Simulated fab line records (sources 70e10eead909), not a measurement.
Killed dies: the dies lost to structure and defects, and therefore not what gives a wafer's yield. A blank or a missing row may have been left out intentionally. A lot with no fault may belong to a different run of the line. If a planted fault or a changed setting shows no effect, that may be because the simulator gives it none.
Matching of chambers ; flow nand_harc ; rie_diel-04 running NHARC_P_M0_STRIP_18: 4 sister chambers
The step strips in N2/H2. 30 wafers are shown with their chamber, then 12 later ones without.

WAFERS, EACH WITH ITS CHAMBER
wafer;chamber;showerhead_plenum_p_Torr (Torr);rf_vpp_V (V);oes_product_au (a.u.)
L074.1;0;1.99;90.2;0.996
L074.5;3;2.02;89.8;0.990
L074.6;2;2.17;91.0;0.993
L075.2;3;2.02;90.1;1.000
L075.4;1;1.97;90.2;0.985
L075.5;2;2.17;90.7;0.997
L076.1;3;2.02;91.5;0.988
L076.2;2;2.17;91.0;0.994
L076.4;0;1.99;90.3;0.994
L078.1;1;1.97;91.6;0.983
L078.3;3;2.02;90.2;0.996
L078.4;0;1.99;89.0;1.003
L079.1;0;1.99;88.9;1.004
L079.2;1;1.97;90.4;0.980
L079.3;2;2.16;91.4;0.989
L082.2;2;2.16;92.1;1.004
L082.4;1;1.97;90.2;1.000
L082.5;0;1.99;90.3;1.000
L083.2;2;2.16;90.5;0.997
L083.3;3;2.02;90.4;0.981
L083.6;1;1.97;89.1;1.003
L086.2;1;1.97;88.4;1.000
L086.5;0;1.99;91.3;0.999
L086.6;3;2.01;90.6;0.987
L085.3;2;2.16;91.4;1.009
L085.4;0;1.99;90.4;1.000
L085.5;3;2.01;91.6;0.984
L087.3;3;2.01;90.5;0.985
L087.5;0;1.99;91.5;0.984
L087.6;1;1.96;89.4;0.996

SIGNATURES (averages over the wafers above)
reading;chamber 0;chamber 1;chamber 2;chamber 3;scatter within a chamber
showerhead_plenum_p_Torr;1.9900;1.9686;2.1643;2.0162;0.00414
rf_vpp_V;90.237;89.900;91.157;90.588;0.812
oes_product_au;0.99750;0.99243;0.99757;0.98887;0.00729
Rule: for a wafer and a chamber, the distance is found by dividing, reading by reading, the gap between the wafer's reading and the chamber's mean by the reading's scatter, squaring, summing and taking the root. The wafer belongs to the nearest chamber; if the next one is less than 2 further off, it can't be placed. The scatter is the square root of a quotient: the sum, over the shown wafers, of each reading's squared deviation from its chamber's mean, divided by wafers minus chambers.

WAFERS WITHOUT THEIR CHAMBER
wafer;showerhead_plenum_p_Torr (Torr);rf_vpp_V (V);oes_product_au (a.u.)
L089.1;1.98;89.3;0.997
L089.4;2.16;91.0;0.990
L089.5;2.16;92.3;1.003
L090.2;2.16;91.0;0.993
L090.3;1.96;90.4;0.992
L090.6;1.98;90.0;0.995
L093.1;2.01;91.3;0.991
L093.5;1.98;90.4;1.001
L093.6;2.01;89.8;0.988
L094.1;1.96;89.6;0.996
L094.2;2.15;91.6;1.008
L094.5;2.15;92.1;1.013

CHAMBER TAKEN BY EACH
wafer;from the rows above;in truth
L089.1;can't be placed: 0 or 1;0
L089.4;2;2
L089.5;2;2
L090.2;2;2
L090.3;1;1
L090.6;can't be placed: 0 or 1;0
L093.1;3;3
L093.5;can't be placed: 0 or 1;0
L093.6;3;3
L094.1;1;1
L094.2;2;2
L094.5;2;2
9 of 12 placed correctly. From these rows, 3 cannot be placed; in 3 the true chamber is one of the candidates. Wrongly placed: 0.
